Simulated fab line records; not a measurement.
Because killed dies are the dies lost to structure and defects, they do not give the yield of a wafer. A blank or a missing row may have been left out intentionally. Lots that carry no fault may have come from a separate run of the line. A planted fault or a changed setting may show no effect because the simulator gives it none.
fab line records / flow n5_finfet
record: lots: 5 wafers: 15 last_day: 17
route steps=1938 shown BEOL_M11@1582
lots that met no fault: from a run of the same line without faults
start_h: hours from the record's first day to the start of the lot's first wafer shown / wait_h: hours from the lot's prior step to this one / " same as the row above / L1.1+2: several wafers, shown together as one row / - no value, or no start given / * or withheld: withheld / < > ~ a bound
route shown NAME@n: a module of which the file shows steps, and the number in the route of the first / usual: average and standard deviation across the fault-free wafers / same: alike in all rows / chamber/n: place in a boat / sites: readings site by site / _std_site: how widely they spread, as a standard deviation / _edge_site: mean of outer sites minus mean of inner sites / radius_mm: how far each site lies from the wafer's centre / mask NAME#n: copy n / behind: the most recent tool/chamber to have shaped the wafer / hold: why the lot went on hold/how many hours it stayed there/how the hold came to an end / device: whichever transistor did not switch (one of n, p or np) / end of line: the same wafers' tests at the end of the route / step lacking rows: just its recipe / killed: at the first sort, the dies lost to defects and structure; wafer yield is something else / map: a wafer's dies, marking killed ones x, the rest . and places with no die _
set.NAME: the setting the step ran with; set.NAME@STEP: the setting that earlier step ran with / model.NAME: the simulator's own value behind a step, which no gauge read
certain route steps with their lots: each step a table, each wafer a row
services: a tool's chamber out of use, with start hour (start_h, from the record's first day; less than 0 if before it), hours out, and reason
== steps ==
step: N5_BEOL_M11_HM_STRIP_39
recipe: chemistry: peroxide_tin_strip material: TiN target_depth_a: 250 temp_c: 50 time_s: 158
step: N5_BEOL_M11_SRD_40
recipe: time_s: 30 temp_c: 23 rinse_liquid: diw dry: ipa_marangoni
step: N5_BEOL_M11_PRECLEAN_42
recipe: chemistry: residue_remover time_s: 60 temp_c: 40
step: N5_BEOL_M11_SRD_43
recipe: time_s: 30 temp_c: 23 rinse_liquid: diw dry: ipa_marangoni
step: N5_BEOL_M11_CD_MEAS_35
recipe: target_cd_nm: 70 polarity: opening
usual: cd_nm: 70.1/0.51
lot.wafer=L152.1 tool=cd_sem-02 chamber=- start_h=249.49 wait_h=0.0 cd_nm=69.8
lot.wafer=L152.2 tool=cd_sem-02 chamber=- start_h=249.49 wait_h=0.0 cd_nm=69.4
lot.wafer=L152.4 tool=cd_sem-02 chamber=- start_h=249.49 wait_h=0.0 cd_nm=69.1
lot.wafer=L157.1 tool=cd_sem-01 chamber=- start_h=277.22 wait_h=0.0 cd_nm=70.2
lot.wafer=L157.2 tool=cd_sem-01 chamber=- start_h=277.22 wait_h=0.0 cd_nm=70.9
lot.wafer=L157.4 tool=cd_sem-01 chamber=- start_h=277.22 wait_h=0.0 cd_nm=70.6
lot.wafer=L164.1 tool=cd_sem-03 chamber=- start_h=310.40 wait_h=0.0 cd_nm=70.7
lot.wafer=L164.3 tool=cd_sem-03 chamber=- start_h=310.40 wait_h=0.0 cd_nm=70.2
lot.wafer=L164.4 tool=cd_sem-03 chamber=- start_h=310.40 wait_h=0.0 cd_nm=70.6
lot.wafer=L171.1 tool=cd_sem-03 chamber=- start_h=360.15 wait_h=0.0 cd_nm=71.0
lot.wafer=L171.3 tool=cd_sem-03 chamber=- start_h=360.15 wait_h=0.0 cd_nm=69.1
lot.wafer=L171.6 tool=cd_sem-03 chamber=- start_h=360.15 wait_h=0.0 cd_nm=70.4
lot.wafer=L172.2 tool=cd_sem-03 chamber=- start_h=366.09 wait_h=0.0 cd_nm=71.1
lot.wafer=L172.4 tool=cd_sem-03 chamber=- start_h=366.09 wait_h=0.0 cd_nm=70.7
lot.wafer=L172.5 tool=cd_sem-03 chamber=- start_h=366.09 wait_h=0.0 cd_nm=70.4
step: N5_BEOL_M11_CURE_72
recipe: temp_c: 370 time_s: 120 ambient: DMADMS/He material: SiCOH_lowk
usual: lamp_power_pct: 52.31/0.06 wafer_temp_C_max: 371.7/0.54
lot.wafer=L152.1 tool=uv_cure-02 chamber=0 start_h=249.53 wait_h=0.0 lamp_power_pct=52.36 wafer_temp_C_max=372.0
lot.wafer=L152.2 tool=uv_cure-02 chamber=0 start_h=249.53 wait_h=0.0 lamp_power_pct=52.17 wafer_temp_C_max=371.4
lot.wafer=L152.4 tool=uv_cure-02 chamber=0 start_h=249.53 wait_h=0.0 lamp_power_pct=52.32 wafer_temp_C_max=371.3
lot.wafer=L157.1 tool=uv_cure-01 chamber=2 start_h=277.27 wait_h=0.0 lamp_power_pct=52.30 wafer_temp_C_max=372.6
lot.wafer=L157.2 tool=uv_cure-01 chamber=2 start_h=277.27 wait_h=0.0 lamp_power_pct=52.31 wafer_temp_C_max=371.0
lot.wafer=L157.4 tool=uv_cure-01 chamber=2 start_h=277.27 wait_h=0.0 lamp_power_pct=52.24 wafer_temp_C_max=372.5
lot.wafer=L164.1 tool=uv_cure-01 chamber=1 start_h=310.44 wait_h=0.0 lamp_power_pct=52.21 wafer_temp_C_max=371.1
lot.wafer=L164.3 tool=uv_cure-01 chamber=1 start_h=310.44 wait_h=0.0 lamp_power_pct=52.39 wafer_temp_C_max=371.1
lot.wafer=L164.4 tool=uv_cure-01 chamber=1 start_h=310.44 wait_h=0.0 lamp_power_pct=52.24 wafer_temp_C_max=371.7
lot.wafer=L171.1 tool=uv_cure-02 chamber=0 start_h=360.24 wait_h=0.1 lamp_power_pct=52.38 wafer_temp_C_max=372.0
lot.wafer=L171.3 tool=uv_cure-02 chamber=0 start_h=360.24 wait_h=0.1 lamp_power_pct=52.27 wafer_temp_C_max=372.4
lot.wafer=L171.6 tool=uv_cure-02 chamber=0 start_h=360.24 wait_h=0.1 lamp_power_pct=52.31 wafer_temp_C_max=371.9
lot.wafer=L172.2 tool=uv_cure-03 chamber=1 start_h=366.40 wait_h=0.3 lamp_power_pct=52.33 wafer_temp_C_max=372.0
lot.wafer=L172.4 tool=uv_cure-03 chamber=1 start_h=366.40 wait_h=0.3 lamp_power_pct=52.33 wafer_temp_C_max=372.4
lot.wafer=L172.5 tool=uv_cure-03 chamber=1 start_h=366.40 wait_h=0.3 lamp_power_pct=52.31 wafer_temp_C_max=372.0
step: N5_BEOL_M11_DEGAS_44
recipe: ambient: vacuum temp_c: 250 time_s: 60
usual: heater_power_w: 342/34
lot.wafer=L152.1 tool=pvd_sputter-01 chamber=- start_h=250.10 wait_h=0.5 heater_power_w=333
lot.wafer=L152.2 tool=pvd_sputter-01 chamber=- start_h=250.10 wait_h=0.5 heater_power_w=393
lot.wafer=L152.4 tool=pvd_sputter-01 chamber=- start_h=250.10 wait_h=0.5 heater_power_w=303
lot.wafer=L157.1 tool=pvd_sputter-01 chamber=- start_h=278.08 wait_h=0.8 heater_power_w=300
lot.wafer=L157.2 tool=pvd_sputter-01 chamber=- start_h=278.08 wait_h=0.8 heater_power_w=384
lot.wafer=L157.4 tool=pvd_sputter-01 chamber=- start_h=278.08 wait_h=0.8 heater_power_w=337
lot.wafer=L164.1 tool=pvd_sputter-03 chamber=- start_h=312.26 wait_h=1.8 heater_power_w=320
lot.wafer=L164.3 tool=pvd_sputter-03 chamber=- start_h=312.26 wait_h=1.8 heater_power_w=324
lot.wafer=L164.4 tool=pvd_sputter-03 chamber=- start_h=312.26 wait_h=1.8 heater_power_w=382
lot.wafer=L171.1 tool=pvd_sputter-02 chamber=- start_h=360.63 wait_h=0.3 heater_power_w=355
lot.wafer=L171.3 tool=pvd_sputter-02 chamber=- start_h=360.63 wait_h=0.3 heater_power_w=292
lot.wafer=L171.6 tool=pvd_sputter-02 chamber=- start_h=360.63 wait_h=0.3 heater_power_w=323
lot.wafer=L172.2 tool=pvd_sputter-03 chamber=- start_h=368.48 wait_h=2.0 heater_power_w=363
lot.wafer=L172.4 tool=pvd_sputter-03 chamber=- start_h=368.48 wait_h=2.0 heater_power_w=390
lot.wafer=L172.5 tool=pvd_sputter-03 chamber=- start_h=368.48 wait_h=2.0 heater_power_w=357
step: N5_BEOL_M11_PRE_CLEAN_45
recipe: gas: H2/He time_s: 30 temp_c: 250
usual: heater_power_w: 343/35
lot.wafer=L152.1 tool=pvd_sputter-01 chamber=- start_h=250.14 wait_h=0.0 heater_power_w=340
lot.wafer=L152.2 tool=pvd_sputter-01 chamber=- start_h=250.14 wait_h=0.0 heater_power_w=389
lot.wafer=L152.4 tool=pvd_sputter-01 chamber=- start_h=250.14 wait_h=0.0 heater_power_w=312
lot.wafer=L157.1 tool=pvd_sputter-01 chamber=- start_h=278.12 wait_h=0.0 heater_power_w=306
lot.wafer=L157.2 tool=pvd_sputter-01 chamber=- start_h=278.12 wait_h=0.0 heater_power_w=401
lot.wafer=L157.4 tool=pvd_sputter-01 chamber=- start_h=278.12 wait_h=0.0 heater_power_w=330
lot.wafer=L164.1 tool=pvd_sputter-03 chamber=- start_h=312.30 wait_h=0.0 heater_power_w=314
lot.wafer=L164.3 tool=pvd_sputter-03 chamber=- start_h=312.30 wait_h=0.0 heater_power_w=319
lot.wafer=L164.4 tool=pvd_sputter-03 chamber=- start_h=312.30 wait_h=0.0 heater_power_w=380
lot.wafer=L171.1 tool=pvd_sputter-02 chamber=- start_h=360.67 wait_h=0.0 heater_power_w=363
lot.wafer=L171.3 tool=pvd_sputter-02 chamber=- start_h=360.67 wait_h=0.0 heater_power_w=293
lot.wafer=L171.6 tool=pvd_sputter-02 chamber=- start_h=360.67 wait_h=0.0 heater_power_w=332
lot.wafer=L172.2 tool=pvd_sputter-03 chamber=- start_h=368.52 wait_h=0.0 heater_power_w=348
lot.wafer=L172.4 tool=pvd_sputter-03 chamber=- start_h=368.52 wait_h=0.0 heater_power_w=391
lot.wafer=L172.5 tool=pvd_sputter-03 chamber=- start_h=368.52 wait_h=0.0 heater_power_w=354
step: N5_BEOL_M11_ALD_74
recipe: material: TaN target_thk_a: 20 temp_c: 275 ald_precursor_family: PDMAT ald_co_reactant: NH3 pressure_torr: 3 carrier_flow_sccm: 1500 pulse_time_s: 2 purge_time_s: 3 co_reactant_purge_time_s: 2 co_reactant_pulse_time_s: 3 ald_cycles: 40 precursor_vessel_temp_c: 75 precursor_vessel_pressure_torr: 26.25 precursor_vessel_carrier_sccm: 1000
usual: heater_power_w: 429/51 precursor_vessel_pressure_torr: 26.25/0.052
same: co_reactant_purge_time_s: 2
lot.wafer=L152.1 tool=ald_metal-02 chamber=0 start_h=250.31 wait_h=0.1 heater_power_w=420 precursor_vessel_pressure_torr=26.16
lot.wafer=L152.2 tool=ald_metal-02 chamber=1 start_h=250.31 wait_h=0.1 heater_power_w=380 precursor_vessel_pressure_torr=26.26
lot.wafer=L152.4 tool=ald_metal-02 chamber=3 start_h=250.31 wait_h=0.1 heater_power_w=442 precursor_vessel_pressure_torr=26.18
lot.wafer=L157.1 tool=ald_metal-02 chamber=0 start_h=278.35 wait_h=0.2 heater_power_w=428 precursor_vessel_pressure_torr=26.21
lot.wafer=L157.2 tool=ald_metal-02 chamber=2 start_h=278.35 wait_h=0.2 heater_power_w=536 precursor_vessel_pressure_torr=26.20
lot.wafer=L157.4 tool=ald_metal-02 chamber=1 start_h=278.35 wait_h=0.2 heater_power_w=366 precursor_vessel_pressure_torr=26.16
lot.wafer=L164.1 tool=ald_metal-02 chamber=2 start_h=312.36 wait_h=0.0 heater_power_w=539 precursor_vessel_pressure_torr=26.20
lot.wafer=L164.3 tool=ald_metal-02 chamber=0 start_h=312.36 wait_h=0.0 heater_power_w=409 precursor_vessel_pressure_torr=26.31
lot.wafer=L164.4 tool=ald_metal-02 chamber=1 start_h=312.36 wait_h=0.0 heater_power_w=378 precursor_vessel_pressure_torr=26.34
lot.wafer=L171.1 tool=ald_metal-02 chamber=2 start_h=360.76 wait_h=0.1 heater_power_w=535 precursor_vessel_pressure_torr=26.22
lot.wafer=L171.3 tool=ald_metal-02 chamber=3 start_h=360.76 wait_h=0.1 heater_power_w=442 precursor_vessel_pressure_torr=26.29
lot.wafer=L171.6 tool=ald_metal-02 chamber=1 start_h=360.76 wait_h=0.1 heater_power_w=381 precursor_vessel_pressure_torr=26.16
lot.wafer=L172.2 tool=ald_metal-03 chamber=0 start_h=368.58 wait_h=0.0 heater_power_w=406 precursor_vessel_pressure_torr=26.22
lot.wafer=L172.4 tool=ald_metal-03 chamber=3 start_h=368.58 wait_h=0.0 heater_power_w=491 precursor_vessel_pressure_torr=26.27
lot.wafer=L172.5 tool=ald_metal-03 chamber=3 start_h=368.58 wait_h=0.0 heater_power_w=477 precursor_vessel_pressure_torr=26.31
step: N5_BEOL_M11_SURFACE_TREAT_76
recipe: gas: Ar time_s: * ion_energy_ev: * ion_current_ma_cm2: 0.5 pressure_mtorr: * ar_flow_sccm: 30
usual: ar_flow_sccm: 30.02/0.086 throttle_valve_pct: *
lot.wafer=L152.1 tool=pvd_sputter-03 chamber=- start_h=250.65 wait_h=0.2 ar_flow_sccm=30.12 throttle_valve_pct=*
lot.wafer=L152.2 tool=pvd_sputter-03 chamber=- start_h=250.65 wait_h=0.2 ar_flow_sccm=30.02 throttle_valve_pct=*
lot.wafer=L152.4 tool=pvd_sputter-03 chamber=- start_h=250.65 wait_h=0.2 ar_flow_sccm=30.03 throttle_valve_pct=*
lot.wafer=L157.1 tool=pvd_sputter-02 chamber=- start_h=278.88 wait_h=0.4 ar_flow_sccm=30.00 throttle_valve_pct=*
lot.wafer=L157.2 tool=pvd_sputter-02 chamber=- start_h=278.88 wait_h=0.4 ar_flow_sccm=29.98 throttle_valve_pct=*
lot.wafer=L157.4 tool=pvd_sputter-02 chamber=- start_h=278.88 wait_h=0.4 ar_flow_sccm=30.03 throttle_valve_pct=*
lot.wafer=L164.1 tool=pvd_sputter-01 chamber=- start_h=312.72 wait_h=0.2 ar_flow_sccm=29.98 throttle_valve_pct=*
lot.wafer=L164.3 tool=pvd_sputter-01 chamber=- start_h=312.72 wait_h=0.2 ar_flow_sccm=30.01 throttle_valve_pct=*
lot.wafer=L164.4 tool=pvd_sputter-01 chamber=- start_h=312.72 wait_h=0.2 ar_flow_sccm=30.00 throttle_valve_pct=*
lot.wafer=L171.1 tool=pvd_sputter-02 chamber=- start_h=361.09 wait_h=0.2 ar_flow_sccm=30.04 throttle_valve_pct=*
lot.wafer=L171.3 tool=pvd_sputter-02 chamber=- start_h=361.09 wait_h=0.2 ar_flow_sccm=30.07 throttle_valve_pct=*
lot.wafer=L171.6 tool=pvd_sputter-02 chamber=- start_h=361.09 wait_h=0.2 ar_flow_sccm=29.97 throttle_valve_pct=*
lot.wafer=L172.2 tool=pvd_sputter-02 chamber=- start_h=369.35 wait_h=0.6 ar_flow_sccm=29.85 throttle_valve_pct=*
lot.wafer=L172.4 tool=pvd_sputter-02 chamber=- start_h=369.35 wait_h=0.6 ar_flow_sccm=30.02 throttle_valve_pct=*
lot.wafer=L172.5 tool=pvd_sputter-02 chamber=- start_h=369.35 wait_h=0.6 ar_flow_sccm=30.04 throttle_valve_pct=*
step: N5_BEOL_M11_CVD_75
recipe: material: Co target_thk_a: 20 temp_c: withheld precursor: CCTBA/H2 pressure_torr: 30 time_s: 138.9
step: N5_BEOL_M11_SPUTTER_48
recipe: material: Cu target_thk_a: 120 temp_c: -20 bias_v: 60 power_w: 26000 chamber_pressure_pa: 0.13 time_s: 2
step: N5_BEOL_M11_ECD_50
recipe: material: Cu target_thk_a: 3180
lot.wafer=L152.1 tool=ecd_cu-01 chamber=1 start_h=251.10 wait_h=0.1 model.Cu_of_BEOL_M11_ECD_50.thk_nm=319.6
lot.wafer=L152.2 tool=ecd_cu-01 chamber=0 start_h=251.10 wait_h=0.1 model.Cu_of_BEOL_M11_ECD_50.thk_nm=318.2
lot.wafer=L152.4 tool=ecd_cu-01 chamber=0 start_h=251.10 wait_h=0.1 model.Cu_of_BEOL_M11_ECD_50.thk_nm=318.4
lot.wafer=L157.1 tool=ecd_cu-02 chamber=1 start_h=279.79 wait_h=0.1 model.Cu_of_BEOL_M11_ECD_50.thk_nm=315.6
lot.wafer=L157.2 tool=ecd_cu-02 chamber=0 start_h=279.79 wait_h=0.1 model.Cu_of_BEOL_M11_ECD_50.thk_nm=316.4
lot.wafer=L157.4 tool=ecd_cu-02 chamber=1 start_h=279.79 wait_h=0.1 model.Cu_of_BEOL_M11_ECD_50.thk_nm=320
lot.wafer=L164.1 tool=ecd_cu-02 chamber=0 start_h=313.04 wait_h=0.1 model.Cu_of_BEOL_M11_ECD_50.thk_nm=178.4
lot.wafer=L164.3 tool=ecd_cu-02 chamber=0 start_h=313.04 wait_h=0.1 model.Cu_of_BEOL_M11_ECD_50.thk_nm=322
lot.wafer=L164.4 tool=ecd_cu-02 chamber=1 start_h=313.04 wait_h=0.1 model.Cu_of_BEOL_M11_ECD_50.thk_nm=314.2
lot.wafer=L171.1 tool=ecd_cu-01 chamber=1 start_h=362.10 wait_h=0.1 model.Cu_of_BEOL_M11_ECD_50.thk_nm=316
lot.wafer=L171.3 tool=ecd_cu-01 chamber=1 start_h=362.10 wait_h=0.1 model.Cu_of_BEOL_M11_ECD_50.thk_nm=316.4
lot.wafer=L171.6 tool=ecd_cu-01 chamber=1 start_h=362.10 wait_h=0.1 model.Cu_of_BEOL_M11_ECD_50.thk_nm=319.6
lot.wafer=L172.2 tool=ecd_cu-01 chamber=1 start_h=369.83 wait_h=0.1 model.Cu_of_BEOL_M11_ECD_50.thk_nm=321.8
lot.wafer=L172.4 tool=ecd_cu-01 chamber=0 start_h=369.83 wait_h=0.1 model.Cu_of_BEOL_M11_ECD_50.thk_nm=311.4
lot.wafer=L172.5 tool=ecd_cu-01 chamber=0 start_h=369.83 wait_h=0.1 model.Cu_of_BEOL_M11_ECD_50.thk_nm=318.8
step: N5_BEOL_M11_ANNEAL_51
recipe: temp_c: 225 time_s: 90 ambient: N2
step: N5_BEOL_M11_CMP_52
recipe: stop_on: SiCOH_lowk t_overpolish_s: 7 down_force_psi: 1 platen_rpm: 50 clearing_platen_down_force_psi: 1.5 clearing_platen_rpm: 50 post_cmp_clean: cu_alkaline target_thk_nm: 140 clearing_platen_pad_velocity_m_s: 0.99484 pad_velocity_m_s: 0.99484
usual: clearing_platen_down_force_psi: 1.5002/0.0028 motor_current_A: 6.4/0.59 time_to_endpoint_s: 65.7/2.6
lot.wafer=L152.4 tool=cmp-03 chamber=0 start_h=251.76 wait_h=0.1 clearing_platen_down_force_psi=1.5068 motor_current_A=6.0 time_to_endpoint_s=65.6
lot.wafer=L152.1 tool=cmp-03 chamber=1 start_h=251.76 wait_h=0.1 clearing_platen_down_force_psi=1.4999 motor_current_A=6.5 time_to_endpoint_s=66.4
lot.wafer=L152.2 tool=cmp-03 chamber=2 start_h=251.76 wait_h=0.1 clearing_platen_down_force_psi=1.5002 motor_current_A=7.0 time_to_endpoint_s=65.4
lot.wafer=L157.1 tool=cmp-04 chamber=0 start_h=280.33 wait_h=0.3 clearing_platen_down_force_psi=1.5015 motor_current_A=5.3 time_to_endpoint_s=67.0
lot.wafer=L157.2 tool=cmp-04 chamber=1 start_h=280.33 wait_h=0.3 clearing_platen_down_force_psi=1.5049 motor_current_A=7.4 time_to_endpoint_s=63.1
lot.wafer=L157.4 tool=cmp-04 chamber=3 start_h=280.33 wait_h=0.3 clearing_platen_down_force_psi=1.4954 motor_current_A=6.9 time_to_endpoint_s=65.1
lot.wafer=L164.3 tool=cmp-04 chamber=2 start_h=313.66 wait_h=0.4 clearing_platen_down_force_psi=1.4989 motor_current_A=7.5 time_to_endpoint_s=66.6
lot.wafer=L164.4 tool=cmp-04 chamber=3 start_h=313.66 wait_h=0.4 clearing_platen_down_force_psi=1.4996 motor_current_A=6.5 time_to_endpoint_s=63.2
lot.wafer=L164.1 tool=cmp-04 chamber=1 start_h=313.66 wait_h=0.4 clearing_platen_down_force_psi=1.5007 motor_current_A=7.0 time_to_endpoint_s=36.0
lot.wafer=L171.1 tool=cmp-02 chamber=2 start_h=362.76 wait_h=0.3 clearing_platen_down_force_psi=1.4987 motor_current_A=5.7 time_to_endpoint_s=70.2
lot.wafer=L171.3 tool=cmp-02 chamber=3 start_h=362.76 wait_h=0.3 clearing_platen_down_force_psi=1.4976 motor_current_A=5.6 time_to_endpoint_s=68.0
lot.wafer=L171.6 tool=cmp-02 chamber=1 start_h=362.76 wait_h=0.3 clearing_platen_down_force_psi=1.5039 motor_current_A=6.9 time_to_endpoint_s=68.3
lot.wafer=L172.4 tool=cmp-03 chamber=0 start_h=370.24 wait_h=0.1 clearing_platen_down_force_psi=1.5009 motor_current_A=5.8 time_to_endpoint_s=63.4
lot.wafer=L172.2 tool=cmp-03 chamber=2 start_h=370.24 wait_h=0.1 clearing_platen_down_force_psi=1.5069 motor_current_A=6.6 time_to_endpoint_s=67.9
lot.wafer=L172.5 tool=cmp-03 chamber=0 start_h=370.24 wait_h=0.1 clearing_platen_down_force_psi=1.4989 motor_current_A=6.1 time_to_endpoint_s=63.5
step: N5_BEOL_M11_THK_MEAS_53
recipe: thk_meas_gauge: xrf reads: Cu_of_BEOL_M11_ECD_50
usual: M11_THK: 142.3/2.4
lot.wafer=L152.1 tool=film_metro-01 chamber=- start_h=252.05 wait_h=- M11_THK[nm]=143.3
lot.wafer=L152.2 tool=film_metro-01 chamber=- start_h=252.05 wait_h=- M11_THK[nm]=141.4
lot.wafer=L152.4 tool=film_metro-01 chamber=- start_h=252.05 wait_h=- M11_THK[nm]=146.1
lot.wafer=L157.1 tool=film_metro-02 chamber=- start_h=280.62 wait_h=- M11_THK[nm]=143.1
lot.wafer=L157.2 tool=film_metro-02 chamber=- start_h=280.62 wait_h=- M11_THK[nm]=146.1
lot.wafer=L157.4 tool=film_metro-02 chamber=- start_h=280.62 wait_h=- M11_THK[nm]=144.3
lot.wafer=L164.1 tool=film_metro-02 chamber=- start_h=313.96 wait_h=- M11_THK[nm]=140.6
lot.wafer=L164.3 tool=film_metro-02 chamber=- start_h=313.96 wait_h=- M11_THK[nm]=140.2
lot.wafer=L164.4 tool=film_metro-02 chamber=- start_h=313.96 wait_h=- M11_THK[nm]=145.4
lot.wafer=L171.1 tool=film_metro-02 chamber=- start_h=363.02 wait_h=- M11_THK[nm]=145.8
lot.wafer=L171.3 tool=film_metro-02 chamber=- start_h=363.02 wait_h=- M11_THK[nm]=144.6
lot.wafer=L171.6 tool=film_metro-02 chamber=- start_h=363.02 wait_h=- M11_THK[nm]=144.1
lot.wafer=L172.2 tool=film_metro-01 chamber=- start_h=370.53 wait_h=- M11_THK[nm]=142.0
lot.wafer=L172.4 tool=film_metro-01 chamber=- start_h=370.53 wait_h=- M11_THK[nm]=145.6
lot.wafer=L172.5 tool=film_metro-01 chamber=- start_h=370.53 wait_h=- M11_THK[nm]=140.6
== services ==
tool=cmp-02 chamber=- start_h=230.48 hours=1.0 kind=repair
tool=uv_cure-02 chamber=- start_h=241.33 hours=2.1 kind=pm
tool=ecd_cu-02 chamber=- start_h=241.74 hours=2.8 kind=repair
tool=uv_cure-02 chamber=- start_h=263.19 hours=7.3 kind=repair
tool=cmp-02 chamber=- start_h=264.59 hours=5.4 kind=pm
tool=ecd_cu-02 chamber=- start_h=266.55 hours=4.8 kind=pm
tool=uv_cure-02 chamber=- start_h=277.47 hours=6.0 kind=pm
tool=cmp-03 chamber=- start_h=281.72 hours=1.9 kind=repair
tool=cmp-03 chamber=- start_h=285.20 hours=0.5 kind=repair
tool=ald_metal-03 chamber=1 start_h=289.31 hours=5.3 kind=repair
tool=cmp-04 chamber=- start_h=295.51 hours=4.1 kind=repair
tool=cmp-02 chamber=- start_h=296.11 hours=2.5 kind=repair
tool=pvd_sputter-01 chamber=- start_h=300.26 hours=1.2 kind=repair
tool=ald_metal-02 chamber=- start_h=306.64 hours=2.8 kind=pm
tool=ald_metal-02 chamber=- start_h=309.45 hours=2.6 kind=repair
tool=cmp-04 chamber=- start_h=309.66 hours=4.0 kind=pm
tool=cmp-02 chamber=- start_h=316.20 hours=11.3 kind=repair
tool=uv_cure-02 chamber=- start_h=330.51 hours=7.5 kind=pm
tool=pvd_sputter-01 chamber=- start_h=330.77 hours=4.0 kind=repair
tool=uv_cure-01 chamber=- start_h=338.37 hours=2.1 kind=pm
tool=uv_cure-03 chamber=- start_h=344.14 hours=0.3 kind=repair
tool=ald_metal-02 chamber=- start_h=346.80 hours=0.9 kind=repair
tool=cmp-02 chamber=- start_h=354.08 hours=0.9 kind=repair
tool=ecd_cu-02 chamber=- start_h=356.93 hours=10.3 kind=repair
== key ==
first_sign: step: N5_BEOL_M11_CMP_52 reading: time_to_endpoint_s direction: down sigmas: 11 usual: * struck: *
effect none on later readings
model_effect: step: N5_BEOL_M11_ECD_50 value: Cu_of_BEOL_M11_ECD_50.thk_nm without: 323.8 struck: 178.4
met_at N5_BEOL_M11_ECD_50
struck_wafers L164.1
onset_between 279.79 313.04
fault: kind: process_parameter_drift tool: ecd_cu-02 chamber: - onset_h: 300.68 steps: N5_BEOL_M11_ECD_50 channel: target_thk_a offset: * shape: step end_h: 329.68 scope: struck_wafers_only acts_in: * stated: *
